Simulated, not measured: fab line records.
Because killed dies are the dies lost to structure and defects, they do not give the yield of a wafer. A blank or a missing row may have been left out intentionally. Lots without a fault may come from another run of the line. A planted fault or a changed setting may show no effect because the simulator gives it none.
fab line records + flow n5Finfet
[record]
- lots = 7
- wafers = 21
route steps=1938 shown BEOL_M4@1023 BEOL_M5@1161 BEOL_M9@1404 BEOL_M10@1500
startH: hours from the record's first day to the start of the lot's first wafer shown + waitH: hours from the lot's prior step to this one + " unchanged from the row above + L1.1+2: one row covering several wafers at once + - no value, or no start was given + * or withheld: withheld + < > ~ a bound
route shown NAME@n: NAME is a module with steps in the file, n the number in the route of the first one + usual: average and standard deviation across the fault-free wafers + same: alike in all rows + chamber/n: place in a boat + sites: per-site readings + _std_site: their standard deviation + _edge_site: the outer-site mean with the inner-site mean subtracted + radiusMm: for every site, how far away it sits from the centre of the wafer + mask NAME#n: copy n + behind: the last tool/chamber to shape the wafer + hold: why the lot was held/for how many hours/how that ended + device: the n, p or np transistor that did not switch + end of line: the same wafers' tests at the end of the route + for a step that has no rows: nothing shown but its recipe + killed: dies that structure and defects cost at the first sort, which is not the same as the wafer's yield + map: shows each die of a wafer: x if killed, . if not, _ if none is there
set.NAME: the setting that was run; set.NAME@STEP: the one run at that earlier step + model.NAME: the simulator's own value behind a step, which no gauge read
lots with deliberately changed settings; one table per step, one row per wafer
[[steps]]
[step N5_BEOL_M4_PECVD_72]
[recipe]
- material = SiO2
- targetThkA = 160
- tempC = 400
- precursor = TEOS/O2
- pressureTorr = 5.5
- rfW = 450
- teosFlowSccm = 53.8
- gas = O2
- flowSccm = 3000
- timeS = 18
| lot.wafer | tool     | chamber | startH | waitH | set.tempC | model.SiO2_of_BEOL_M4_PECVD_72.thkNm |
|-----------|----------|---------|--------|-------|-----------|--------------------------------------|
| L077.4    | pecvd-04 | 0       | 165.34 | 0.1   | 400       | 15.8                                 |
| L077.5    | "        | 1       | "      | "     | 390       | 17.4                                 |
| L077.6    | "        | 0       | "      | "     | 390       | 17                                   |
| L078.1    | pecvd-03 | 0       | 179.20 | 0.0   | 400       | 15.4                                 |
| L078.4    | "        | 1       | "      | "     | 400       | 16.4                                 |
| L078.5    | "        | 2       | "      | "     | 400       | 16.2                                 |
| L080.2    | pecvd-04 | 0       | 229.85 | 0.0   | 413.5     | 14.4                                 |
| L080.3    | "        | 2       | "      | "     | 413.5     | 14.8                                 |
| L080.5    | "        | 0       | "      | "     | 400       | 15.8                                 |
| L084.2    | pecvd-04 | 2       | 235.32 | 0.0   | 416.2     | 14.2                                 |
| L084.4    | "        | 1       | "      | "     | 416.2     | 14.6                                 |
| L084.6    | "        | 2       | "      | "     | 400       | 16.2                                 |
| L087.1    | pecvd-01 | 2       | 241.45 | 0.0   | 400       | 15.8                                 |
| L087.2    | "        | 1       | "      | "     | 407       | 15.4                                 |
| L087.3    | "        | 0       | "      | "     | 407       | 15.2                                 |
| L088.1+6  | pecvd-04 | 0,2     | 243.82 | 0.0   | 405.6     | 15.4                                 |
| L088.2    | "        | 1       | "      | "     | 400       | 16                                   |
| L094.2    | pecvd-01 | 0       | 285.33 | 0.0   | 400       | 16.4                                 |
| L094.3    | "        | 2       | "      | "     | 400       | 15.8                                 |
| L094.5    | "        | 2       | "      | "     | 400       | 16.2                                 |
[step N5_BEOL_M4_HM_DEP_02]
[recipe]
- material = TiN
- targetThkA = 200
- tempC = 25
- chamberPressurePa = 0.49996
[step N5_BEOL_M4_COAT_61]
[recipe]
- resist = SOC
- tempC = 250
- timeS = 60
- spinRpm = 1500
- resistThkNm = 60
[step N5_BEOL_M4_STRIP_97]
[recipe]
- chemistry = N2/H2
- timeS = 10
- powerW = 450
- tempC = 40
- pressureMtorr = 20
- rfFrequencyHz = 6e+07
- biasPowerW = 7
- n2FlowSccm = 200
- h2FlowSccm = 200
[step N5_BEOL_M4_HM_STRIP_39]
[recipe]
- chemistry = peroxideTinStrip
- material = TiN
- targetDepthA = 250
- tempC = 50
- timeS = 158
| lot.wafer | tool        | chamber | startH | waitH | set.tempC@BEOL_M4_PECVD_72 | model.SiO2_of_BEOL_M4_PECVD_72.thkNm |
|-----------|-------------|---------|--------|-------|----------------------------|--------------------------------------|
| L077.4    | wetBench-03 | 1       | 174.29 | 0.0   | 400                        | 15.6                                 |
| L077.5    | "           | 0       | "      | "     | 390                        | 17.2                                 |
| L077.6    | "           | 6       | "      | "     | 390                        | 16.8                                 |
| L078.1    | wetBench-05 | 0       | 182.12 | 0.0   | 400                        | 15.4                                 |
| L078.4+5  | "           | 1,7     | "      | "     | 400                        | 16.2                                 |
| L080.2    | wetBench-05 | 3       | 234.39 | 0.0   | 413.5                      | 14.4                                 |
| L080.3    | "           | 1       | "      | "     | 413.5                      | 14.6                                 |
| L080.5    | "           | 7       | "      | "     | 400                        | 15.6                                 |
| L084.2    | wetBench-03 | 1       | 240.24 | 0.0   | 416.2                      | 14.2                                 |
| L084.4    | "           | 6       | "      | "     | 416.2                      | 14.6                                 |
| L084.6    | "           | 0       | "      | "     | 400                        | 16                                   |
| L087.1    | wetBench-05 | 6       | 247.11 | 0.0   | 400                        | 15.6                                 |
| L087.2    | "           | 3       | "      | "     | 407                        | 15.4                                 |
| L087.3    | "           | 1       | "      | "     | 407                        | 15                                   |
| L088.1    | wetBench-03 | 7       | 250.19 | 0.0   | 405.6                      | 15.2                                 |
| L088.2    | "           | 4       | "      | "     | 400                        | 15.8                                 |
| L088.6    | "           | 0       | "      | "     | 405.6                      | 15.4                                 |
| L094.2    | wetBench-03 | 3       | 289.79 | 0.0   | 400                        | 16.2                                 |
| L094.3    | "           | 2       | "      | "     | 400                        | 15.6                                 |
| L094.5    | "           | 7       | "      | "     | 400                        | 16                                   |
[step N5_BEOL_M5_ETCH_41]
[recipe]
- chemistry = CH3F/O2
- target = SiCN
- targetDepthA = 315
- taperDeg = 2
- timeS = 56.7
- ionEnergyEv = 120
- maskMaterial = TiN
- pressureMtorr = 30
- sourceW = 395
- biasW = 75
- Ar_flow_sccm = 150
- CH3F_flow_sccm = 30
- O2_flow_sccm = 20
[usual]
- rfVppV = 297.6/1.7
| lot.wafer | tool       | chamber | startH | waitH | set.sourceW | rfVppV |
|-----------|------------|---------|--------|-------|-------------|--------|
| L077.4    | rieDiel-01 | 2       | -      | -     | 395         | 299.2  |
| L077.5    | "          | 2       | "      | "     | 395         | 299.3  |
| L077.6    | "          | 1       | "      | "     | 463.4       | 284.8  |
| L078.1    | rieDiel-06 | 1       | -      | -     | 395         | 299.9  |
| L078.4    | "          | 0       | "      | "     | 395         | 297.0  |
| L078.5    | "          | 3       | "      | "     | 395         | 297.6  |
| L080.2    | rieDiel-01 | 2       | -      | -     | 395         | 297.8  |
| L080.3    | "          | 0       | "      | "     | 395         | 294.4  |
| L080.5    | "          | 0       | "      | "     | 376.9       | 299.4  |
| L084.2    | rieDiel-06 | 0       | -      | -     | 395         | 296.8  |
| L084.4    | "          | 2       | "      | "     | 433.7       | 289.8  |
| L084.6    | "          | 3       | "      | "     | 395         | 296.2  |
| L087.1    | rieDiel-01 | 3       | -      | -     | 395         | 298.4  |
| L087.2    | "          | 0       | "      | "     | 395         | 296.6  |
| L087.3    | "          | 2       | "      | "     | 395         | 298.1  |
| L088.1    | rieDiel-01 | 0       | -      | -     | 414.1       | 291.0  |
| L088.2    | "          | 3       | "      | "     | 414.1       | 295.4  |
| L088.6    | "          | 0       | "      | "     | 395         | 297.3  |
| L094.2    | rieDiel-02 | 3       | -      | -     | 395         | 294.1  |
| L094.3    | "          | 2       | "      | "     | 395         | 299.7  |
| L094.5    | "          | 3       | "      | "     | 395         | 292.9  |
[step N5_BEOL_M9_PECVD_70]
[recipe]
- material = SiO2
- targetThkA = 200
- tempC = 400
- precursor = TEOS/O2
- pressureTorr = 5.5
- rfW = 450
- teosFlowSccm = 53.8
- gas = O2
- flowSccm = 3000
- timeS = 22.7
| lot.wafer | tool     | chamber | startH | waitH | set.tempC | model.SiO2_of_BEOL_M9_PECVD_70.thkNm |
|-----------|----------|---------|--------|-------|-----------|--------------------------------------|
| L077.4+5  | pecvd-04 | 2,0     | 205.87 | 0.1   | 400       | 19.8                                 |
| L077.6    | "        | 1       | "      | "     | 415.3     | 18                                   |
| L078.1+4  | pecvd-02 | 1,0     | 213.32 | 0.0   | 400       | 20                                   |
| L078.5    | "        | 1       | "      | "     | 400       | 20.2                                 |
| L080.2    | pecvd-04 | 1       | 286.46 | 0.0   | 400       | 19.4                                 |
| L080.3    | "        | 2       | "      | "     | 388.3     | 21                                   |
| L080.5    | "        | 1       | "      | "     | 400       | 19.8                                 |
| L084.2    | pecvd-04 | 1       | 298.37 | 0.0   | 393       | 20.6                                 |
| L084.4    | "        | 1       | "      | "     | 400       | 20.2                                 |
| L084.6    | "        | 2       | "      | "     | 400       | 19.8                                 |
| L087.1    | pecvd-01 | 0       | 300.96 | 0.0   | 417.5     | 17                                   |
| L087.2    | "        | 1       | "      | "     | 400       | 20.2                                 |
| L087.3    | "        | 2       | "      | "     | 417.5     | 17.4                                 |
| L088.1    | pecvd-04 | 2       | 301.26 | 0.0   | 400       | 19.6                                 |
| L088.2    | "        | 1       | "      | "     | 400       | 19.8                                 |
| L088.6    | "        | 1       | "      | "     | 416.6     | 17.8                                 |
| L094.2    | pecvd-01 | 2       | 332.23 | 0.0   | 400       | 19.8                                 |
| L094.3    | "        | 0       | "      | "     | 383.7     | 21.6                                 |
| L094.5    | "        | 2       | "      | "     | 383.7     | 22.2                                 |
[step N5_BEOL_M9_EXPOSE_08]
[recipe]
- maskId = M9
- na = 1.35
- sourceShape = dipole
- sigmaInner = 0.411
- sigmaOuter = 0.611
- polarization = te
- doseMj = 53.75
| lot.wafer  | tool           | chamber | startH | waitH | mask | set.doseMj |
|------------|----------------|---------|--------|-------|------|------------|
| L077.4+5   | arfiScanner-01 | 0       | 206.31 | -     | M9#0 | 56.53      |
| L077.6     | "              | 0       | "      | "     | M9#0 | 53.75      |
| L078.1+4+5 | arfiScanner-01 | 0       | 214.04 | -     | M9#0 | 53.75      |
| L080.2     | arfiScanner-01 | 0       | 289.59 | -     | M9#0 | 53.75      |
| L080.3+5   | "              | 0       | "      | "     | M9#0 | 56.98      |
| L084.2     | arfiScanner-02 | 0       | 300.14 | -     | M9#0 | 55.04      |
| L084.4+6   | "              | 0       | "      | "     | M9#0 | 53.75      |
| L087.1+2   | arfiScanner-01 | 0       | 302.30 | -     | M9#0 | 51.67      |
| L087.3     | "              | 0       | "      | "     | M9#0 | 53.75      |
| L088.1+2+6 | arfiScanner-02 | 0       | 302.69 | -     | M9#0 | 53.75      |
| L094.2+3   | arfiScanner-02 | 0       | 334.36 | -     | M9#0 | 53.75      |
| L094.5     | "              | 0       | "      | "     | M9#0 | 49.86      |
[step N5_BEOL_M9_PEB_09]
[recipe]
- pebTempC = withheld
- pebTimeS = 60
- resist = CAR-ArF
[step N5_BEOL_M9_DEVELOP_10]
[recipe]
- developTimeS = 30
- developer = TMAH
- resist = CAR-ArF
- rinseLiquid = diw
- dry = airSpin
- devTempC = 23
[step N5_BEOL_M9_CD_MEAS_11]
[recipe]
- targetCdNm = 64.1
- landingEnergyEv = 500
- detector = seInlens
- polarity = opening
[usual]
- cdNm = 63.8/0.59
| lot.wafer | tool     | chamber | startH | waitH | set.doseMj@BEOL_M9_EXPOSE_08 | cdNm |
|-----------|----------|---------|--------|-------|------------------------------|------|
| L077.4    | cdSem-02 | 0       | 206.42 | -     | 56.53                        | 66.5 |
| L077.5    | "        | 0       | "      | "     | 56.53                        | 66.1 |
| L077.6    | "        | 0       | "      | "     | 53.75                        | 64.1 |
| L078.1    | cdSem-02 | 0       | 214.17 | -     | 53.75                        | 63.8 |
| L078.4    | "        | 0       | "      | "     | 53.75                        | 63.6 |
| L078.5    | "        | 0       | "      | "     | 53.75                        | 64.3 |
| L080.2    | cdSem-03 | 0       | 289.72 | -     | 53.75                        | 64.8 |
| L080.3    | "        | 0       | "      | "     | 56.98                        | 67.9 |
| L080.5    | "        | 0       | "      | "     | 56.98                        | 67.8 |
| L084.2    | cdSem-03 | 0       | 300.26 | -     | 55.04                        | 64.9 |
| L084.4    | "        | 0       | "      | "     | 53.75                        | 63.9 |
| L084.6    | "        | 0       | "      | "     | 53.75                        | 62.9 |
| L087.1    | cdSem-01 | 0       | 302.43 | -     | 51.67                        | 61.8 |
| L087.2    | "        | 0       | "      | "     | 51.67                        | 62.2 |
| L087.3    | "        | 0       | "      | "     | 53.75                        | 64.1 |
| L088.1    | cdSem-01 | 0       | 302.81 | -     | 53.75                        | 63.4 |
| L088.2    | "        | 0       | "      | "     | 53.75                        | 63.8 |
| L088.6    | "        | 0       | "      | "     | 53.75                        | 63.4 |
| L094.2    | cdSem-03 | 0       | 334.48 | -     | 53.75                        | 63.7 |
| L094.3    | "        | 0       | "      | "     | 53.75                        | 63.3 |
| L094.5    | "        | 0       | "      | "     | 49.86                        | 59.3 |
[step N5_BEOL_M9_DESCUM_16]
[recipe]
- chemistry = O2
- timeS = 7.9
- sourcePowerW = 50
- biasPowerW = 20
- pressureMtorr = 20
- rfFrequencyHz = 2.712e+07
- tempC = 40
- resist = CAR-ArF
- o2FlowSccm = 225
[step N5_BEOL_M9_ETCH_61]
[recipe]
- chemistry = CF4
- target = SiARC
- targetDepthA = 390
- maskMaterial = CAR-ArF
- timeS = 65
- ionEnergyEv = 80
- pressureMtorr = 40
- sourceW = 545
- biasW = 36
- Ar_flow_sccm = 100
- cf4FlowSccm = 100
- ends = cleared
| lot.wafer | tool       | chamber | startH | waitH | set.doseMj@BEOL_M9_EXPOSE_08 | model.BEOL_M9.cdOffsetNm |
|-----------|------------|---------|--------|-------|------------------------------|--------------------------|
| L077.4    | rieDiel-01 | 3       | 206.54 | 0.0   | 56.53                        | 2.6                      |
| L077.5    | "          | 2       | "      | "     | 56.53                        | 2.2                      |
| L077.6    | "          | 1       | "      | "     | 53.75                        | -0.4                     |
| L078.1+4  | rieDiel-01 | 3       | 214.29 | 0.0   | 53.75                        | -0.2                     |
| L078.5    | "          | 2       | "      | "     | 53.75                        | 0.8                      |
| L080.2    | rieDiel-01 | 0       | 290.21 | 0.0   | 53.75                        | 0.8                      |
| L080.3    | "          | 3       | "      | "     | 56.98                        | 4.2                      |
| L080.5    | "          | 2       | "      | "     | 56.98                        | 4                        |
| L084.2    | rieDiel-06 | 1       | 300.40 | 0.0   | 55.04                        | 1                        |
| L084.4    | "          | 1       | "      | "     | 53.75                        | 0                        |
| L084.6    | "          | 3       | "      | "     | 53.75                        | -0.6                     |
| L087.1+2  | rieDiel-01 | 2,0     | 302.70 | 0.0   | 51.67                        | -1.8                     |
| L087.3    | "          | 3       | "      | "     | 53.75                        | 0.4                      |
| L088.1+2  | rieDiel-02 | 1,2     | 302.94 | 0.0   | 53.75                        | -0.8                     |
| L088.6    | "          | 1       | "      | "     | 53.75                        | -1                       |
| L094.2    | rieDiel-06 | 0       | 334.72 | 0.0   | 53.75                        | -1                       |
| L094.3    | "          | 3       | "      | "     | 53.75                        | -0.6                     |
| L094.5    | "          | 1       | "      | "     | 49.86                        | -4.2                     |
[step N5_BEOL_M9_ETCH_62]
[recipe]
- chemistry = N2/H2
- target = SOC
- targetDepthA = 1100
- overetchA = 220
- maskMaterial = SiARC
- tempC = 40
- timeS = 165
- ionEnergyEv = 200
- pressureMtorr = 30
- sourceW = 840
- biasW = 150
- n2FlowSccm = 200
- h2FlowSccm = 200
| lot.wafer | tool       | chamber | startH | waitH | set.doseMj@BEOL_M9_EXPOSE_08 | model.BEOL_M9.cdOffsetNm |
|-----------|------------|---------|--------|-------|------------------------------|--------------------------|
| L077.4    | rieDiel-01 | 3       | 206.59 | 0.0   | 56.53                        | 2.8                      |
| L077.5    | "          | 2       | "      | "     | 56.53                        | 2                        |
| L077.6    | "          | 1       | "      | "     | 53.75                        | -0.6                     |
| L078.1    | rieDiel-01 | 3       | 214.34 | 0.0   | 53.75                        | 0.2                      |
| L078.4    | "          | 3       | "      | "     | 53.75                        | 0                        |
| L078.5    | "          | 2       | "      | "     | 53.75                        | 0.6                      |
| L080.2    | rieDiel-01 | 0       | 290.26 | 0.0   | 53.75                        | 1.2                      |
| L080.3    | "          | 3       | "      | "     | 56.98                        | 4.6                      |
| L080.5    | "          | 2       | "      | "     | 56.98                        | 3.8                      |
| L084.2    | rieDiel-06 | 1       | 300.45 | 0.0   | 55.04                        | 0.6                      |
| L084.4    | "          | 1       | "      | "     | 53.75                        | -0.4                     |
| L084.6    | "          | 3       | "      | "     | 53.75                        | -0.6                     |
| L087.1    | rieDiel-01 | 2       | 302.75 | 0.0   | 51.67                        | -2                       |
| L087.2    | "          | 0       | "      | "     | 51.67                        | -1.6                     |
| L087.3    | "          | 3       | "      | "     | 53.75                        | 0.8                      |
| L088.1+2  | rieDiel-02 | 1,2     | 302.99 | 0.0   | 53.75                        | -0.6                     |
| L088.6    | "          | 1       | "      | "     | 53.75                        | -0.8                     |
| L094.2    | rieDiel-06 | 0       | 334.77 | 0.0   | 53.75                        | -1                       |
| L094.3    | "          | 3       | "      | "     | 53.75                        | -0.4                     |
| L094.5    | "          | 1       | "      | "     | 49.86                        | -4.2                     |
[step N5_BEOL_M9_STRIP_68]
[recipe]
- chemistry = N2/H2
- tempC = 40
- n2FlowSccm = 200
- h2FlowSccm = 200
- rfFrequencyHz = 6e+07
[step N5_BEOL_M9_STRIP_67]
[recipe]
- chemistry = CF4
- resist = SiARC
- powerW = 300
- biasPowerW = 75
- pressureMtorr = 50
- cf4FlowSccm = 150
- rfFrequencyHz = 6e+07
[step N5_BEOL_M9_HM_OPEN_17]
[recipe]
- chemistry = Cl2/BCl3
- targetDepthA = 200
- overetchA = 60
- target = TiN
- maskMaterial = SOC
- ionEnergyEv = 150
- pressureMtorr = 10
- icpW = 1000
- biasW = 126
- Cl2_flow_sccm = 53.25
- bcl3FlowSccm = 21.75
- Ar_flow_sccm = 25
| lot.wafer | tool        | chamber | startH | waitH | set.doseMj@BEOL_M9_EXPOSE_08 | model.BEOL_M9.cdOffsetNm |
|-----------|-------------|---------|--------|-------|------------------------------|--------------------------|
| L077.4    | rieMetal-01 | 1       | 206.81 | 0.1   | 56.53                        | 2.8                      |
| L077.5    | "           | 0       | "      | "     | 56.53                        | 2.2                      |
| L077.6    | "           | 1       | "      | "     | 53.75                        | -0.6                     |
| L078.1    | rieMetal-02 | 0       | 214.53 | 0.0   | 53.75                        | 0                        |
| L078.4    | "           | 1       | "      | "     | 53.75                        | 0.2                      |
| L078.5    | "           | 0       | "      | "     | 53.75                        | 0.4                      |
| L080.2    | rieMetal-01 | 1       | 290.48 | 0.1   | 53.75                        | 1                        |
| L080.3    | "           | 1       | "      | "     | 56.98                        | 4.4                      |
| L080.5    | "           | 1       | "      | "     | 56.98                        | 3.6                      |
| L084.2    | rieMetal-01 | 1       | 300.64 | 0.0   | 55.04                        | 0.6                      |
| L084.4    | "           | 0       | "      | "     | 53.75                        | -0.4                     |
| L084.6    | "           | 1       | "      | "     | 53.75                        | -0.8                     |
| L087.1    | rieMetal-03 | 1       | 302.93 | 0.0   | 51.67                        | -2                       |
| L087.2    | "           | 0       | "      | "     | 51.67                        | -1.8                     |
| L087.3    | "           | 0       | "      | "     | 53.75                        | 0.6                      |
| L088.1+2  | rieMetal-01 | 0,1     | 303.17 | 0.0   | 53.75                        | -0.8                     |
| L088.6    | "           | 1       | "      | "     | 53.75                        | -1                       |
| L094.2    | rieMetal-02 | 0       | 334.95 | 0.0   | 53.75                        | -1.2                     |
| L094.3    | "           | 1       | "      | "     | 53.75                        | -0.2                     |
| L094.5    | "           | 0       | "      | "     | 49.86                        | -4.4                     |
[step N5_BEOL_M9_STRIP_19]
[recipe]
- chemistry = O2
- powerW = 400
- tempC = 40
- pressureMtorr = 30
- rfFrequencyHz = 6e+07
- biasPowerW = 0
- overashFraction = 0.2
- o2FlowSccm = 225
[step N5_BEOL_M9_CD_MEAS_18]
[recipe]
- pitchNm = 140
- targetCdNm = 70
[usual]
- cdNm = 69.8/0.75
| lot.wafer | tool     | chamber | startH | waitH | set.doseMj@BEOL_M9_EXPOSE_08 | cdNm |
|-----------|----------|---------|--------|-------|------------------------------|------|
| L077.4    | cdSem-03 | -       | 207.02 | 0.0   | 56.53                        | 72.9 |
| L077.5    | "        | -       | "      | "     | 56.53                        | 72.3 |
| L077.6    | "        | -       | "      | "     | 53.75                        | 69.5 |
| L078.1    | cdSem-03 | -       | 214.96 | 0.0   | 53.75                        | 70.3 |
| L078.4    | "        | -       | "      | "     | 53.75                        | 69.8 |
| L078.5    | "        | -       | "      | "     | 53.75                        | 70.2 |
| L080.2    | cdSem-03 | -       | 290.85 | 0.1   | 53.75                        | 71.3 |
| L080.3    | "        | -       | "      | "     | 56.98                        | 74.0 |
| L080.5    | "        | -       | "      | "     | 56.98                        | 73.6 |
| L084.2    | cdSem-01 | -       | 300.87 | 0.1   | 55.04                        | 70.2 |
| L084.4    | "        | -       | "      | "     | 53.75                        | 70.0 |
| L084.6    | "        | -       | "      | "     | 53.75                        | 69.5 |
| L087.1    | cdSem-01 | -       | 303.12 | 0.1   | 51.67                        | 67.6 |
| L087.2    | "        | -       | "      | "     | 51.67                        | 68.3 |
| L087.3    | "        | -       | "      | "     | 53.75                        | 70.3 |
| L088.1    | cdSem-01 | -       | 303.36 | 0.1   | 53.75                        | 69.3 |
| L088.2    | "        | -       | "      | "     | 53.75                        | 69.1 |
| L088.6    | "        | -       | "      | "     | 53.75                        | 69.2 |
| L094.2    | cdSem-02 | -       | 335.14 | 0.1   | 53.75                        | 68.6 |
| L094.3    | "        | -       | "      | "     | 53.75                        | 69.7 |
| L094.5    | "        | -       | "      | "     | 49.86                        | 65.6 |
[step N5_BEOL_M9_COAT_63]
[recipe]
- resist = SOC
- tempC = 250
- timeS = 60
- spinRpm = 1500
- resistThkNm = 60
[step N5_BEOL_M9_COAT_64]
[recipe]
- resist = SiARC
- tempC = 220
- timeS = 60
- spinRpm = 1500
- resistThkNm = 12
[step N5_BEOL_M9_PRECLEAN_42]
[recipe]
- chemistry = residueRemover
- timeS = 60
- tempC = 40
[step N5_BEOL_M9_SRD_43]
[recipe]
- timeS = 30
- tempC = 23
- rinseLiquid = diw
- dry = ipaMarangoni
[step N5_BEOL_M9_CD_MEAS_35]
[recipe]
- targetCdNm = 70
- targetCdYNm = 40
- polarity = opening
[usual]
- cdNm = 69.8/0.76
| lot.wafer | tool     | chamber | startH | waitH | set.doseMj@BEOL_M9_EXPOSE_08 | cdNm |
|-----------|----------|---------|--------|-------|------------------------------|------|
| L077.4    | cdSem-01 | -       | 208.39 | 0.0   | 56.53                        | 72.6 |
| L077.5    | "        | -       | "      | "     | 56.53                        | 72.2 |
| L077.6    | "        | -       | "      | "     | 53.75                        | 68.8 |
| L078.1    | cdSem-01 | -       | 216.15 | 0.0   | 53.75                        | 69.7 |
| L078.4    | "        | -       | "      | "     | 53.75                        | 70.5 |
| L078.5    | "        | -       | "      | "     | 53.75                        | 70.0 |
| L080.2    | cdSem-03 | -       | 293.69 | 0.0   | 53.75                        | 70.6 |
| L080.3    | "        | -       | "      | "     | 56.98                        | 74.4 |
| L080.5    | "        | -       | "      | "     | 56.98                        | 73.9 |
| L084.2    | cdSem-03 | -       | 302.05 | 0.0   | 55.04                        | 70.8 |
| L084.4    | "        | -       | "      | "     | 53.75                        | 69.7 |
| L084.6    | "        | -       | "      | "     | 53.75                        | 69.2 |
| L088.1    | cdSem-03 | -       | 305.60 | 0.0   | 53.75                        | 69.4 |
| L088.2    | "        | -       | "      | "     | 53.75                        | 69.2 |
| L088.6    | "        | -       | "      | "     | 53.75                        | 68.9 |
| L087.1    | cdSem-02 | -       | 306.06 | 0.0   | 51.67                        | 68.2 |
| L087.2    | "        | -       | "      | "     | 51.67                        | 68.4 |
| L087.3    | "        | -       | "      | "     | 53.75                        | 70.8 |
| L094.2    | cdSem-03 | -       | 337.01 | 0.0   | 53.75                        | 68.8 |
| L094.3    | "        | -       | "      | "     | 53.75                        | 70.5 |
| L094.5    | "        | -       | "      | "     | 49.86                        | 65.4 |
[step N5_BEOL_M10_PEB_26]
[recipe]
- pebTempC = withheld
- pebTimeS = 60
- resist = CAR-ArF
| lot.wafer  | tool          | chamber | startH | waitH | set.pebTimeS |
|------------|---------------|---------|--------|-------|--------------|
| L077.4+6   | lithoTrack-03 | 0       | 214.63 | 0.0   | 67.27        |
| L077.5     | "             | 0       | "      | "     | 60           |
| L078.1+4+5 | lithoTrack-04 | 0       | 221.74 | 0.1   | 60           |
| L080.2+5   | lithoTrack-04 | 0       | 301.67 | 0.1   | 60           |
| L080.3     | "             | 0       | "      | "     | 65.55        |
| L084.2+6   | lithoTrack-03 | 0       | 309.92 | 0.1   | 56.17        |
| L084.4     | "             | 0       | "      | "     | 60           |
| L088.1     | lithoTrack-03 | 0       | 313.20 | 0.1   | 65.15        |
| L088.2+6   | "             | 0       | "      | "     | 60           |
| L087.1+3   | lithoTrack-04 | 0       | 317.14 | 0.1   | 49.46        |
| L087.2     | "             | 0       | "      | "     | 60           |
| L094.2+3+5 | lithoTrack-04 | 0       | 345.78 | 0.1   | 60           |
[step N5_BEOL_M10_DEVELOP_27]
[recipe]
- developTimeS = 30
- developer = TMAH
- resist = CAR-ArF
- rinseLiquid = diw
- dry = airSpin
- devTempC = 23
[step N5_BEOL_M10_CD_MEAS_28]
[recipe]
- targetCdNm = 70
- landingEnergyEv = 500
- detector = seInlens
- polarity = opening
[usual]
- cdNm = 69.3/1.4
| lot.wafer | tool     | chamber | startH | waitH | set.pebTimeS@BEOL_M10_PEB_26 | cdNm |
|-----------|----------|---------|--------|-------|------------------------------|------|
| L077.4    | cdSem-03 | 0       | 214.69 | -     | 67.27                        | 74.8 |
| L077.5    | "        | 0       | "      | "     | 60                           | 68.8 |
| L077.6    | "        | 0       | "      | "     | 67.27                        | 74.0 |
| L078.1    | cdSem-03 | 0       | 221.81 | -     | 60                           | 69.2 |
| L078.4    | "        | 0       | "      | "     | 60                           | 71.2 |
| L078.5    | "        | 0       | "      | "     | 60                           | 68.0 |
| L080.2    | cdSem-01 | 0       | 301.74 | -     | 60                           | 70.9 |
| L080.3    | "        | 0       | "      | "     | 65.55                        | 72.8 |
| L080.5    | "        | 0       | "      | "     | 60                           | 70.0 |
| L084.2    | cdSem-01 | 0       | 309.99 | -     | 56.17                        | 64.9 |
| L084.4    | "        | 0       | "      | "     | 60                           | 68.7 |
| L084.6    | "        | 0       | "      | "     | 56.17                        | 65.0 |
| L088.1    | cdSem-02 | 0       | 313.27 | -     | 65.15                        | 72.7 |
| L088.2    | "        | 0       | "      | "     | 60                           | 67.4 |
| L088.6    | "        | 0       | "      | "     | 60                           | 67.3 |
| L087.1    | cdSem-03 | 0       | 317.21 | -     | 49.46                        | 60.4 |
| L087.2    | "        | 0       | "      | "     | 60                           | 70.1 |
| L087.3    | "        | 0       | "      | "     | 49.46                        | 60.8 |
| L094.2    | cdSem-03 | 0       | 345.85 | -     | 60                           | 69.9 |
| L094.3    | "        | 0       | "      | "     | 60                           | 71.3 |
| L094.5    | "        | 0       | "      | "     | 60                           | 69.6 |
[[key]]
[split]
- step = N5_BEOL_M4_PECVD_72
- setting = tempC
- stated = 400
- by = wafer
[response]
- step = N5_BEOL_M4_PECVD_72
- reading = model.SiO2_of_BEOL_M4_PECVD_72.thkNm
- change = -0.424
- per = 1%
- r = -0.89
[response]
- step = N5_BEOL_M4_HM_STRIP_39
- reading = model.SiO2_of_BEOL_M4_PECVD_72.thkNm
- change = -0.386
- per = 1%
- r = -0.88
[split]
- step = N5_BEOL_M5_ETCH_41
- setting = sourceW
- stated = 395
- by = wafer
[response]
- step = N5_BEOL_M5_ETCH_41
- reading = rfVppV
- change = -0.795
- per = 1%
- r = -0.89
[split]
- step = N5_BEOL_M9_PECVD_70
- setting = tempC
- stated = 400
- by = wafer
[response]
- step = N5_BEOL_M9_PECVD_70
- reading = model.SiO2_of_BEOL_M9_PECVD_70.thkNm
- change = -0.525
- per = 1%
- r = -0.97
[split]
- step = N5_BEOL_M9_EXPOSE_08
- setting = doseMj
- stated = 53.75
- by = wafer
[response]
- step = N5_BEOL_M9_CD_MEAS_11
- reading = cdNm
- change = +0.526
- per = 1%
- r = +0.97
[response]
- step = N5_BEOL_M9_ETCH_61
- reading = model.BEOL_M9.cdOffsetNm
- change = +0.519
- per = 1%
- r = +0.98
[response]
- step = N5_BEOL_M9_ETCH_62
- reading = model.BEOL_M9.cdOffsetNm
- change = +0.526
- per = 1%
- r = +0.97
[response]
- step = N5_BEOL_M9_HM_OPEN_17
- reading = model.BEOL_M9.cdOffsetNm
- change = +0.54
- per = 1%
- r = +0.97
[response]
- step = N5_BEOL_M9_CD_MEAS_18
- reading = cdNm
- change = +0.49
- per = 1%
- r = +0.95
[response]
- step = N5_BEOL_M9_CD_MEAS_35
- reading = cdNm
- change = +0.618
- per = 1%
- r = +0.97
[split]
- step = N5_BEOL_M10_PEB_26
- setting = pebTimeS
- stated = 60
- by = wafer
[response]
- step = N5_BEOL_M10_CD_MEAS_28
- reading = cdNm
- change = +0.497
- per = 1%
- r = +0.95
